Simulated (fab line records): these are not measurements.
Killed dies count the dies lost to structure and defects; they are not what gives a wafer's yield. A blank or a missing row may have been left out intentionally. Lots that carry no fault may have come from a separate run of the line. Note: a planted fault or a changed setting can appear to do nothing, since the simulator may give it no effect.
fab line records :: flow n5-finfet
record:
  lots: 4
  wafers: 12
  last-day: 17
route steps=1938 shown BEOL_M1@831 BEOL_M2@841 BEOL_M4@1111
lots with no fault: from the same line, run without faults
start-h: the number of hours between the record's first day and the start of the first shown wafer of the lot :: wait-h: hours since the lot's step before :: " as in the row above :: L1.1+2: a single row standing in for several wafers :: - either no value or no given start :: * or withheld: withheld :: < > ~ a bound
route shown NAME@n: NAME is a module with steps in the file, n the number in the route of the first one :: usual: the fault-free wafers' mean and standard deviation :: same: alike in all rows :: chamber/n: place in a boat :: sites: each site's reading :: _std_site: the values' standard deviation :: _edge_site: outer sites' mean less inner sites' :: radius-mm: how far each site lies from the wafer's centre :: mask NAME#n: copy n :: behind: the tool/chamber that last shaped the wafer :: hold: why the lot was held/for how many hours/how that ended :: device: the transistor (n, p or np) that didn't switch :: end of line: tests of these same wafers at the route's end :: where a step has no rows: the recipe by itself :: killed: the dies lost at the first sort to structure and to defects; this is not the yield of the wafer :: map: a wafer's dies, x killed, . not, _ none there
set.NAME: setting as actually run; set.NAME@STEP: the setting as run at that earlier step :: model.NAME: the simulator's own value behind a step, which no gauge read
lots at selected steps of the route; one table per step, one row per wafer
services: when a tool's chamber went out of use (start-h, in hours from the record's first day, below 0 if earlier), for how many hours, and the reason
== steps ==
step: N5_BEOL_M1_ECD_50
recipe:
  material: Cu
  target-thk-a: 3000
step: N5_BEOL_M1_ANNEAL_51
recipe:
  temp-c: 225
  time-s: 90
  ambient: N2
step: N5_BEOL_M1_CMP_52
recipe:
  stop-on: SiOC
  t-overpolish-s: 6.8
  down-force-psi: 1
  platen-rpm: 50
  clearing-platen-down-force-psi: 1.5
  clearing-platen-rpm: 50
  post-cmp-clean: cu-alkaline
  target-thk-nm: 40
  clearing-platen-pad-velocity-m-s: 0.99484
  pad-velocity-m-s: 0.99484
step: N5_BEOL_M1_PRE_CLEAN_60
recipe:
  gas: NH3/H2
  time-s: 15
  temp-c: *
  rf-power-w: 300
step: N5_BEOL_M1_CO_CAP_55
recipe:
  material: Co
  target-thk-a: 20
  temp-c: 200
  precursor: CCTBA/H2
  pressure-torr: 30
  time-s: 102.1
step: N5_BEOL_M1_PRE_CLEAN_56
recipe:
  gas: NH3
  time-s: 15
  temp-c: withheld
  rf-power-w: 300
step: N5_BEOL_M1_DEP_57
recipe:
  material: SiCN
  target-thk-a: 80
  temp-c: withheld
  precursor: 3MS/NH3
  pressure-torr: 3
  rf-w: 202
  time-s: 14
step: N5_BEOL_M2_ILD_DEP_00
recipe:
  material: SiOC
  target-thk-a: 790
  temp-c: 350
  precursor: DEMS/O2
  pressure-torr: 5
  rf-w: 500
  time-s: 15.3
step: N5_BEOL_M2_PECVD_72
recipe:
  material: SiO2
  target-thk-a: 160
  temp-c: 400
  precursor: TEOS/O2
  pressure-torr: 5.5
  rf-w: 450
  teos-flow-sccm: 53.8
  gas: O2
  flow-sccm: 3000
  time-s: 18
usual:
  heater-power-w: 748/75
  showerhead-plenum-p-Torr: 8.79/0.063
  showerhead-vpp-V: 1291/42
  throttle-valve-pct: 22.6/0.7
lot.wafer: L465.3
tool: pecvd-03
chamber: 0
start-h: 167.46
wait-h: 0.1
heater-power-w: 625
showerhead-plenum-p-Torr: 8.76
showerhead-vpp-V: 1296
throttle-valve-pct: 21.9
model.SiO2_of_BEOL_M2_PECVD_72.thk-nm: 29.2

lot.wafer: L465.4
tool: pecvd-03
chamber: 1
start-h: 167.46
wait-h: 0.1
heater-power-w: 807
showerhead-plenum-p-Torr: 8.82
showerhead-vpp-V: 1268
throttle-valve-pct: 22.8
model.SiO2_of_BEOL_M2_PECVD_72.thk-nm: 16

lot.wafer: L465.6
tool: pecvd-03
chamber: 1
start-h: 167.46
wait-h: 0.1
heater-power-w: 818
showerhead-plenum-p-Torr: 8.83
showerhead-vpp-V: 1286
throttle-valve-pct: 23.0
model.SiO2_of_BEOL_M2_PECVD_72.thk-nm: 16.2

lot.wafer: L466.1
tool: pecvd-03
chamber: 2
start-h: 170.35
wait-h: 0.0
heater-power-w: 611
showerhead-plenum-p-Torr: 8.71
showerhead-vpp-V: 1264
throttle-valve-pct: 22.7
model.SiO2_of_BEOL_M2_PECVD_72.thk-nm: 15.8

lot.wafer: L466.4
tool: pecvd-03
chamber: 1
start-h: 170.35
wait-h: 0.0
heater-power-w: 823
showerhead-plenum-p-Torr: 8.82
showerhead-vpp-V: 1275
throttle-valve-pct: 22.7
model.SiO2_of_BEOL_M2_PECVD_72.thk-nm: 15.6

lot.wafer: L466.5
tool: pecvd-03
chamber: 0
start-h: 170.35
wait-h: 0.0
heater-power-w: 683
showerhead-plenum-p-Torr: 8.78
showerhead-vpp-V: 1295
throttle-valve-pct: 21.8
model.SiO2_of_BEOL_M2_PECVD_72.thk-nm: 29.4

lot.wafer: L476.1
tool: pecvd-02
chamber: 0
start-h: 240.40
wait-h: 0.0
heater-power-w: 723
showerhead-plenum-p-Torr: 8.87
showerhead-vpp-V: 1327
throttle-valve-pct: 22.6
model.SiO2_of_BEOL_M2_PECVD_72.thk-nm: 16

lot.wafer: L476.4
tool: pecvd-02
chamber: 2
start-h: 240.40
wait-h: 0.0
heater-power-w: 880
showerhead-plenum-p-Torr: 8.77
showerhead-vpp-V: 1297
throttle-valve-pct: 21.9
model.SiO2_of_BEOL_M2_PECVD_72.thk-nm: 16.6

lot.wafer: L476.6
tool: pecvd-02
chamber: 0
start-h: 240.40
wait-h: 0.0
heater-power-w: 723
showerhead-plenum-p-Torr: 8.91
showerhead-vpp-V: 1308
throttle-valve-pct: 22.7
model.SiO2_of_BEOL_M2_PECVD_72.thk-nm: 16

lot.wafer: L477.2
tool: pecvd-03
chamber: 2
start-h: 241.23
wait-h: 0.0
heater-power-w: 717
showerhead-plenum-p-Torr: 8.69
showerhead-vpp-V: 1227
throttle-valve-pct: 20.6
model.SiO2_of_BEOL_M2_PECVD_72.thk-nm: 15.8

lot.wafer: L477.3
tool: pecvd-03
chamber: 0
start-h: 241.23
wait-h: 0.0
heater-power-w: 738
showerhead-plenum-p-Torr: 8.80
showerhead-vpp-V: 1301
throttle-valve-pct: 22.4
model.SiO2_of_BEOL_M2_PECVD_72.thk-nm: 16

lot.wafer: L477.5
tool: pecvd-03
chamber: 2
start-h: 241.23
wait-h: 0.0
heater-power-w: 731
showerhead-plenum-p-Torr: 8.70
showerhead-vpp-V: 1230
throttle-valve-pct: 20.7
model.SiO2_of_BEOL_M2_PECVD_72.thk-nm: 16.2
step: N5_BEOL_M2_HM_DEP_02
recipe:
  material: TiN
  target-thk-a: 200
  temp-c: 25
  chamber-pressure-pa: 0.49996
step: N5_BEOL_M2_COAT_61
recipe:
  resist: SOC
  temp-c: 250
  time-s: 60
  spin-rpm: 1500
  resist-thk-nm: 60
step: N5_BEOL_M2_COAT_62
recipe:
  resist: SiARC
  temp-c: 220
  time-s: 60
  spin-rpm: 1500
  resist-thk-nm: 12
step: N5_BEOL_M2_COAT_73
recipe:
  resist: underlayer
  temp-c: 205
  time-s: 60
  spin-rpm: 1500
  resist-thk-nm: 5
step: N5_BEOL_M2_COAT_05
recipe:
  resist: CAR-EUV
  spin-rpm: 1500
  resist-thk-nm: 30
step: N5_BEOL_M2_EBR_07
recipe:
  solvent: PGMEA
  ebr-width-mm: 1.5
step: N5_BEOL_M2_SOFTBAKE_06
recipe:
  temp-c: 110
  time-s: 60
  resist: CAR-EUV
step: N5_BEOL_M2_EXPOSE_08
recipe:
  mask-id: M2
  na: 0.33
  source-shape: dipole
  sigma-inner: 0.369
  sigma-outer: 0.767
  polarization: unpolarized
  dose-mj: 41.25
step: N5_BEOL_M2_PEB_09
recipe:
  peb-temp-c: 100
  peb-time-s: 60
  resist: CAR-EUV
step: N5_BEOL_M2_DEVELOP_10
recipe:
  develop-time-s: 30
  developer: TMAH
  resist: CAR-EUV
  rinse-liquid: surfactant-rinse
  dry: air-spin
  dev-temp-c: 23
step: N5_BEOL_M2_DESCUM_16
recipe:
  chemistry: O2
  time-s: 7
  source-power-w: 50
  bias-power-w: 20
  pressure-mtorr: 20
  rf-frequency-hz: 2.712e+07
  temp-c: 40
  resist: CAR-EUV
  o2-flow-sccm: 225
step: N5_BEOL_M2_ETCH_74
recipe:
  chemistry: N2/H2
  target: underlayer
  target-depth-a: 65
  mask-material: CAR-EUV
  time-s: 5.2
  ion-energy-ev: 200
  pressure-mtorr: 30
  source-w: 840
  bias-w: 150
  n2-flow-sccm: 200
  h2-flow-sccm: 200
  ends: cleared
step: N5_BEOL_M2_ETCH_63
recipe:
  chemistry: CF4
  target: SiARC
  target-depth-a: 156
  mask-material: CAR-EUV
  time-s: 26
  ion-energy-ev: 80
  pressure-mtorr: 40
  source-w: 545
  bias-w: 36
  Ar_flow_sccm: 100
  cf4-flow-sccm: 100
  ends: cleared
step: N5_BEOL_M2_ETCH_64
recipe:
  chemistry: N2/H2
  target: SOC
  target-depth-a: 750
  overetch-a: 225
  mask-material: SiARC
  temp-c: 40
  time-s: 121.9
  ion-energy-ev: 200
  pressure-mtorr: 30
  source-w: 840
  bias-w: 150
  n2-flow-sccm: 200
  h2-flow-sccm: 200
step: N5_BEOL_M2_STRIP_65
recipe:
  chemistry: N2/H2
  temp-c: 40
  n2-flow-sccm: 200
  h2-flow-sccm: 200
  rf-frequency-hz: 6e+07
step: N5_BEOL_M2_STRIP_75
recipe:
  chemistry: N2/H2
  temp-c: 40
  n2-flow-sccm: 200
  h2-flow-sccm: 200
  rf-frequency-hz: 6e+07
step: N5_BEOL_M2_STRIP_66
recipe:
  chemistry: CF4
  resist: SiARC
  power-w: 300
  bias-power-w: 75
  pressure-mtorr: 50
  cf4-flow-sccm: 150
  rf-frequency-hz: 6e+07
step: N5_BEOL_M2_HM_OPEN_17
recipe:
  chemistry: Cl2/BCl3
  target-depth-a: 200
  overetch-a: 60
  target: TiN
  mask-material: SOC
  ion-energy-ev: 150
  pressure-mtorr: 10
  icp-w: 1000
  bias-w: 126
  Cl2_flow_sccm: 53.25
  bcl3-flow-sccm: 21.75
  Ar_flow_sccm: 25
step: N5_BEOL_M2_STRIP_19
recipe:
  chemistry: O2
  power-w: 400
  temp-c: 40
  pressure-mtorr: 30
  rf-frequency-hz: 6e+07
  bias-power-w: 0
  overash-fraction: 0.2
  o2-flow-sccm: 225
step: N5_BEOL_M2_COAT_67
recipe:
  resist: SOC
  temp-c: 250
  time-s: 60
  spin-rpm: 1500
  resist-thk-nm: 60
step: N5_BEOL_M2_COAT_68
recipe:
  resist: SiARC
  temp-c: 220
  time-s: 60
  spin-rpm: 1500
  resist-thk-nm: 12
step: N5_BEOL_M2_COAT_76
recipe:
  resist: underlayer
  temp-c: 205
  time-s: 60
  spin-rpm: 1500
  resist-thk-nm: 5
step: N5_BEOL_M2_COAT_22
recipe:
  resist: CAR-EUV
  spin-rpm: 1500
  resist-thk-nm: 30
step: N5_BEOL_M2_EBR_24
recipe:
  solvent: PGMEA
  ebr-width-mm: 1.5
step: N5_BEOL_M2_SOFTBAKE_23
recipe:
  temp-c: 110
  time-s: 60
  resist: CAR-EUV
step: N5_BEOL_M2_HM_STRIP_39
recipe:
  chemistry: peroxide-tin-strip
  material: TiN
  target-depth-a: 250
  temp-c: 50
  time-s: 158
lot.wafer: L465.3
tool: wet-bench-04
chamber: 0
start-h: 174.52
wait-h: 0.0
model.SiO2_of_BEOL_M2_PECVD_72.thk-nm: 29

lot.wafer: L465.4+6
tool: wet-bench-04
chamber: 2,5
start-h: 174.52
wait-h: 0.0
model.SiO2_of_BEOL_M2_PECVD_72.thk-nm: 16

lot.wafer: L466.1
tool: wet-bench-04
chamber: 1
start-h: 181.52
wait-h: 0.0
model.SiO2_of_BEOL_M2_PECVD_72.thk-nm: 15.8

lot.wafer: L466.4
tool: wet-bench-04
chamber: 7
start-h: 181.52
wait-h: 0.0
model.SiO2_of_BEOL_M2_PECVD_72.thk-nm: 15.6

lot.wafer: L466.5
tool: wet-bench-04
chamber: 2
start-h: 181.52
wait-h: 0.0
model.SiO2_of_BEOL_M2_PECVD_72.thk-nm: 29.2

lot.wafer: L476.1+6
tool: wet-bench-01
chamber: 5,2
start-h: 243.49
wait-h: 0.0
model.SiO2_of_BEOL_M2_PECVD_72.thk-nm: 15.8

lot.wafer: L476.4
tool: wet-bench-01
chamber: 6
start-h: 243.49
wait-h: 0.0
model.SiO2_of_BEOL_M2_PECVD_72.thk-nm: 16.4

lot.wafer: L477.2
tool: wet-bench-01
chamber: 6
start-h: 247.63
wait-h: 0.0
model.SiO2_of_BEOL_M2_PECVD_72.thk-nm: 15.6

lot.wafer: L477.3
tool: wet-bench-01
chamber: 1
start-h: 247.63
wait-h: 0.0
model.SiO2_of_BEOL_M2_PECVD_72.thk-nm: 16

lot.wafer: L477.5
tool: wet-bench-01
chamber: 7
start-h: 247.63
wait-h: 0.0
model.SiO2_of_BEOL_M2_PECVD_72.thk-nm: 16.2
step: N5_BEOL_M2_CMP_52
recipe:
  stop-on: SiOC
  t-overpolish-s: 6.8
  down-force-psi: 1
  platen-rpm: 50
  clearing-platen-down-force-psi: 1.5
  clearing-platen-rpm: 50
  post-cmp-clean: cu-alkaline
  target-thk-nm: 40
  clearing-platen-pad-velocity-m-s: 0.99484
  pad-velocity-m-s: 0.99484
usual:
  barrier-field-endpoint-s: 24.2/0.69
  motor-current-A: 6.1/0.67
  overpolish-run-s: 6.799/0.0095
lot.wafer: L465.3
tool: cmp-03
chamber: 2
start-h: 180.63
wait-h: 0.2
barrier-field-endpoint-s: 40.3
motor-current-A: 5.5
overpolish-run-s: 0.729

lot.wafer: L465.4
tool: cmp-03
chamber: 0
start-h: 180.63
wait-h: 0.2
barrier-field-endpoint-s: 25.1
motor-current-A: 5.5
overpolish-run-s: 6.808

lot.wafer: L465.6
tool: cmp-03
chamber: 2
start-h: 180.63
wait-h: 0.2
barrier-field-endpoint-s: 24.7
motor-current-A: 5.6
overpolish-run-s: 6.820

lot.wafer: L466.1
tool: cmp-01
chamber: 3
start-h: 185.18
wait-h: 0.3
barrier-field-endpoint-s: 23.9
motor-current-A: 6.3
overpolish-run-s: 6.791

lot.wafer: L466.4
tool: cmp-01
chamber: 0
start-h: 185.18
wait-h: 0.3
barrier-field-endpoint-s: 23.1
motor-current-A: 5.8
overpolish-run-s: 6.798

lot.wafer: L466.5
tool: cmp-01
chamber: 3
start-h: 185.18
wait-h: 0.3
barrier-field-endpoint-s: 40.6
motor-current-A: 6.6
overpolish-run-s: 0.405

lot.wafer: L476.4
tool: cmp-02
chamber: 3
start-h: 247.23
wait-h: 0.1
barrier-field-endpoint-s: 23.9
motor-current-A: 6.5
overpolish-run-s: 6.814

lot.wafer: L476.1
tool: cmp-02
chamber: 2
start-h: 247.23
wait-h: 0.1
barrier-field-endpoint-s: 24.5
motor-current-A: 4.9
overpolish-run-s: 6.811

lot.wafer: L476.6
tool: cmp-02
chamber: 3
start-h: 247.23
wait-h: 0.1
barrier-field-endpoint-s: 24.1
motor-current-A: 7.0
overpolish-run-s: 6.810

lot.wafer: L477.2
tool: cmp-01
chamber: 2
start-h: 252.58
wait-h: 0.2
barrier-field-endpoint-s: 24.1
motor-current-A: 5.8
overpolish-run-s: 6.786

lot.wafer: L477.3
tool: cmp-01
chamber: 1
start-h: 252.58
wait-h: 0.2
barrier-field-endpoint-s: 23.8
motor-current-A: 6.3
overpolish-run-s: 6.802

lot.wafer: L477.5
tool: cmp-01
chamber: 3
start-h: 252.58
wait-h: 0.2
barrier-field-endpoint-s: 24.6
motor-current-A: 6.5
overpolish-run-s: 6.801
step: N5_BEOL_M4_RC_MEAS_101
usual:
  DIBL_N: 37.0/2.3
  DIBL_P: 37.3/2.8
  IOFF_N: 0.17/0.046
  IOFF_P: 0.23/0.054
  ION_N: 675/14
  ION_P: 460/9.3
  SS_N: 71.7/0.73
  SS_P: 73.6/0.95
  VT_N: 249/3.9
  VT_P: -250/3.9
lot.wafer: L465.3
tool: prober-02
chamber: 0
start-h: 200.49
wait-h: 0.3
DIBL_N[mV/V]: 36.3
DIBL_P[mV/V]: 37.5
IOFF_N[nA/um]: 0.15
IOFF_P[nA/um]: 0.20
ION_N[uA/um]: 673
ION_P[uA/um]: 459
SS_N[mV/dec]: 72.3
SS_P[mV/dec]: 72.8
VT_N[mV]: 251
VT_P[mV]: -253

lot.wafer: L465.4
tool: prober-02
chamber: 0
start-h: 200.49
wait-h: 0.3
DIBL_N[mV/V]: 35.3
DIBL_P[mV/V]: 36.8
IOFF_N[nA/um]: 0.14
IOFF_P[nA/um]: 0.20
ION_N[uA/um]: 679
ION_P[uA/um]: 465
SS_N[mV/dec]: 71.1
SS_P[mV/dec]: 73.3
VT_N[mV]: 251
VT_P[mV]: -253

lot.wafer: L465.6
tool: prober-02
chamber: 0
start-h: 200.49
wait-h: 0.3
DIBL_N[mV/V]: 35.1
DIBL_P[mV/V]: 36.4
IOFF_N[nA/um]: 0.14
IOFF_P[nA/um]: 0.18
ION_N[uA/um]: 672
ION_P[uA/um]: 454
SS_N[mV/dec]: 71.8
SS_P[mV/dec]: 73.1
VT_N[mV]: 252
VT_P[mV]: -255

lot.wafer: L466.1
tool: prober-01
chamber: 0
start-h: 209.26
wait-h: 0.0
DIBL_N[mV/V]: 34.9
DIBL_P[mV/V]: 35.9
IOFF_N[nA/um]: 0.13
IOFF_P[nA/um]: 0.15
ION_N[uA/um]: 669
ION_P[uA/um]: 448
SS_N[mV/dec]: 71.1
SS_P[mV/dec]: 73.2
VT_N[mV]: 255
VT_P[mV]: -260

lot.wafer: L466.4
tool: prober-01
chamber: 0
start-h: 209.26
wait-h: 0.0
DIBL_N[mV/V]: 34.7
DIBL_P[mV/V]: 36.1
IOFF_N[nA/um]: 0.13
IOFF_P[nA/um]: 0.16
ION_N[uA/um]: 667
ION_P[uA/um]: 455
SS_N[mV/dec]: 71.3
SS_P[mV/dec]: 73.0
VT_N[mV]: 252
VT_P[mV]: -257

lot.wafer: L466.5
tool: prober-01
chamber: 0
start-h: 209.26
wait-h: 0.0
DIBL_N[mV/V]: 39.3
DIBL_P[mV/V]: 40.4
IOFF_N[nA/um]: 0.22
IOFF_P[nA/um]: 0.21
ION_N[uA/um]: 689
ION_P[uA/um]: 456
SS_N[mV/dec]: 72.4
SS_P[mV/dec]: 74.9
VT_N[mV]: 247
VT_P[mV]: -253

lot.wafer: L476.1
tool: prober-02
chamber: 0
start-h: 286.19
wait-h: 0.0
DIBL_N[mV/V]: 34.0
DIBL_P[mV/V]: 33.0
IOFF_N[nA/um]: 0.11
IOFF_P[nA/um]: 0.15
ION_N[uA/um]: 656
ION_P[uA/um]: 446
SS_N[mV/dec]: 70.9
SS_P[mV/dec]: 72.6
VT_N[mV]: 256
VT_P[mV]: -254

lot.wafer: L476.4
tool: prober-02
chamber: 0
start-h: 286.19
wait-h: 0.0
DIBL_N[mV/V]: 37.0
DIBL_P[mV/V]: 35.2
IOFF_N[nA/um]: 0.14
IOFF_P[nA/um]: 0.18
ION_N[uA/um]: 670
ION_P[uA/um]: 451
SS_N[mV/dec]: 71.3
SS_P[mV/dec]: 73.5
VT_N[mV]: 254
VT_P[mV]: -254

lot.wafer: L476.6
tool: prober-02
chamber: 0
start-h: 286.19
wait-h: 0.0
DIBL_N[mV/V]: 34.7
DIBL_P[mV/V]: 32.4
IOFF_N[nA/um]: 0.11
IOFF_P[nA/um]: 0.15
ION_N[uA/um]: 649
ION_P[uA/um]: 447
SS_N[mV/dec]: 71.2
SS_P[mV/dec]: 72.7
VT_N[mV]: 256
VT_P[mV]: -255

lot.wafer: L477.2
tool: prober-01
chamber: 0
start-h: 286.86
wait-h: 0.2
DIBL_N[mV/V]: 32.4
DIBL_P[mV/V]: 33.9
IOFF_N[nA/um]: 0.12
IOFF_P[nA/um]: 0.14
ION_N[uA/um]: 668
ION_P[uA/um]: 449
SS_N[mV/dec]: 72.0
SS_P[mV/dec]: 71.9
VT_N[mV]: 252
VT_P[mV]: -257

lot.wafer: L477.3
tool: prober-01
chamber: 0
start-h: 286.86
wait-h: 0.2
DIBL_N[mV/V]: 31.7
DIBL_P[mV/V]: 34.1
IOFF_N[nA/um]: 0.11
IOFF_P[nA/um]: 0.15
ION_N[uA/um]: 659
ION_P[uA/um]: 455
SS_N[mV/dec]: 70.6
SS_P[mV/dec]: 72.5
VT_N[mV]: 255
VT_P[mV]: -256

lot.wafer: L477.5
tool: prober-01
chamber: 0
start-h: 286.86
wait-h: 0.2
DIBL_N[mV/V]: 33.6
DIBL_P[mV/V]: 35.0
IOFF_N[nA/um]: 0.13
IOFF_P[nA/um]: 0.16
ION_N[uA/um]: 662
ION_P[uA/um]: 448
SS_N[mV/dec]: 71.6
SS_P[mV/dec]: 73.5
VT_N[mV]: 253
VT_P[mV]: -254
== services ==
tool: pecvd-03
chamber: -
start-h: 157.33
hours: 1.4
kind: repair

tool: pecvd-03
chamber: 0
start-h: 162.20
hours: -
kind: calibration

tool: pecvd-03
chamber: 2
start-h: 162.86
hours: 5.5
kind: scheduled-down

tool: pecvd-02
chamber: 1
start-h: 168.31
hours: -
kind: calibration

tool: cmp-03
chamber: -
start-h: 190.45
hours: 4.0
kind: pm

tool: cmp-03
chamber: -
start-h: 194.45
hours: -
kind: consumable-replace:conditioner

tool: cmp-03
chamber: -
start-h: 194.45
hours: -
kind: consumable-replace:pad

tool: cmp-01
chamber: -
start-h: 198.85
hours: 1.9
kind: repair

tool: pecvd-02
chamber: 1
start-h: 200.13
hours: 5.5
kind: scheduled-down

tool: pecvd-03
chamber: 2
start-h: 202.43
hours: -
kind: clean

tool: pecvd-03
chamber: 2
start-h: 202.43
hours: -
kind: consumable-replace:showerhead

tool: pecvd-03
chamber: 2
start-h: 202.43
hours: 29.0
kind: scheduled-down

tool: pecvd-03
chamber: 2
start-h: 202.43
hours: 29.0
kind: vent-cycle

tool: cmp-02
chamber: -
start-h: 215.11
hours: 6.7
kind: pm

tool: pecvd-03
chamber: 1
start-h: 235.50
hours: 1.9
kind: repair

tool: cmp-03
chamber: -
start-h: 238.69
hours: 5.3
kind: pm
== key ==
first-sign:
  step: N5_BEOL_M2_CMP_52
  reading: overpolish-run-s
  direction: down
  sigmas: 99+
  usual: 6.799
  struck: 0.567
effect:
  step: N5_BEOL_M2_CMP_52
  reading: barrier-field-endpoint-s
  direction: up
  sigmas: 24
  usual: 24.2
  struck: 40.5
model-effect:
  step: N5_BEOL_M2_PECVD_72
  value: SiO2_of_BEOL_M2_PECVD_72.thk-nm
  without: 16.1
  struck: 29.3
model-effect:
  step: N5_BEOL_M2_HM_STRIP_39
  value: SiO2_of_BEOL_M2_PECVD_72.thk-nm
  without: 15.9
  struck: 29.1
met-at N5_BEOL_M2_PECVD_72
struck-wafers L465.3,L466.5
fault:
  kind: process-parameter-drift
  tool: pecvd-03
  chamber: -
  onset-h: 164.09
  steps: N5_BEOL_M2_PECVD_72
  channel: time-s
  offset: *
  shape: step
  end-h: 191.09
  scope: struck-wafers-only
  acts-in: *
  stated: *
